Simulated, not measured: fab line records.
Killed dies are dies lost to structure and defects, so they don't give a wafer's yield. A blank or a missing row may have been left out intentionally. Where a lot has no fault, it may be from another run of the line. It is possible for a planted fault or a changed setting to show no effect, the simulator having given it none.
A lot that was struck, set against a sound lot	flow n5_finfet	14 steps out of a route of 1938
Sound: wafers L525.2, L525.4, L525.5. Wafers L530.3, L530.5, L530.6 were the ones struck. Last of all comes the cause.
At each step with rows: each side's tool, then ch and its chambers, then its first start. Under that, the readings that differ: sound wafers	struck wafers	difference of the means	sigmas: that difference in standard deviations of wafers without a fault.
alike: words and numbers the same on both sides, and readings whose means are apart by under 2 such deviations; not compared: readings that were withheld, readings missing a value for some wafer, numbers with overlapping values and no deviation given by the record, and bounds like >300 which may hide the same value.
A row with sigmas, a row that says differs or no value, or rows on one side alone: a step with any of these is where the two part. When numbers do not overlap yet have no deviation, they are printed without sigmas and do not part them. A reading missing from all wafers of one side parts the sides only when that side holds two or more wafers.

N5_DUMMY_GATE_INSPECT_27: inspects for defects (brightfield).
  sound on defect_inspect-01 at day 3 23:23; struck on defect_inspect-02 at day 4 22:04
reading	sound	struck	difference	sigmas
raw_defect_count	320 338 157	612 438 330	+188	+2
N5_SPACER0_ALD_07: deposits SiNx, target thk 2 nm.
  sound on ald_sin-03 ch 2,3, day 3 23:26; struck on ald_sin-01 ch 1,2,3, day 5 00:06
  alike: heater_power_w
N5_SPACER0_ALD_00: deposits SiOCN, target thk 3.5 nm, pulse time 3 s, purge time 2 s.
  sound on ald_sin-03 ch 2,3, day 3 23:35; struck on ald_sin-01 ch 1,2,3, day 5 00:15
  alike: heater_power_w, precursor_pulse_height_rel
N5_SPACER0_ALD_08: deposits SiNx, target thk 2 nm.
  sound on ald_sin-03 ch 2,3, day 3 23:50; struck on ald_sin-01 ch 1,2,3, day 5 00:31
  alike: heater_power_w
N5_SPACER0_INSPECT_04: inspects for defects (darkfield).
  sound on defect_inspect-02 at day 4 00:00; struck on defect_inspect-02 at day 5 00:40
  alike: raw_defect_count
then, 7 steps without rows for these wafers: N5_SD_EPI_N_COAT_32 (time 60 s, resist thk 350 nm); N5_SD_EPI_N_COAT_33 (time 60 s, resist thk 35 nm); N5_SD_EPI_N_COAT_03 (resist thk 150 nm); N5_SD_EPI_N_EBR_05; N5_SD_EPI_N_SOFTBAKE_04 (time 60 s); N5_SD_EPI_N_EXPOSE_06 (exposes mask SD N BLK, target cd 120 nm); N5_SD_EPI_N_PEB_07 (peb time 60 s).
N5_SD_EPI_N_DEVELOP_08: develop time 30 s.
  sound on litho_track-03 ch 0, day 4 00:13; struck on litho_track-03, day 5 01:01
  no value came back on the struck wafers for chill_plate_temp_C (C), develop_time_s (s); on the sound wafers chill_plate_temp_C (C) reads 23.01 22.99 23.09
reading	sound	struck	difference	sigmas
model.CAR-ArF-block_of_SD_EPI_N_COAT_03.thk_nm (nm)	148.6 148.2 148.2	150.4 150.4 150.4	+2.1	
N5_SD_EPI_N_CD_MEAS_09: the cd target is 120 nm.
  sound on cd_sem-01 ch 0, day 4 00:16; struck on cd_sem-01 ch 0, day 5 01:04
reading	sound	struck	difference	sigmas
cd_nm (nm)	120.0 119.6 119.5	- - -	no value on the struck wafers	

WHERE THEY PART
Last at N5_SD_EPI_N_CD_MEAS_09 as far as this record goes, first at N5_DUMMY_GATE_INSPECT_27.

WHY: the cause the simulator had injected
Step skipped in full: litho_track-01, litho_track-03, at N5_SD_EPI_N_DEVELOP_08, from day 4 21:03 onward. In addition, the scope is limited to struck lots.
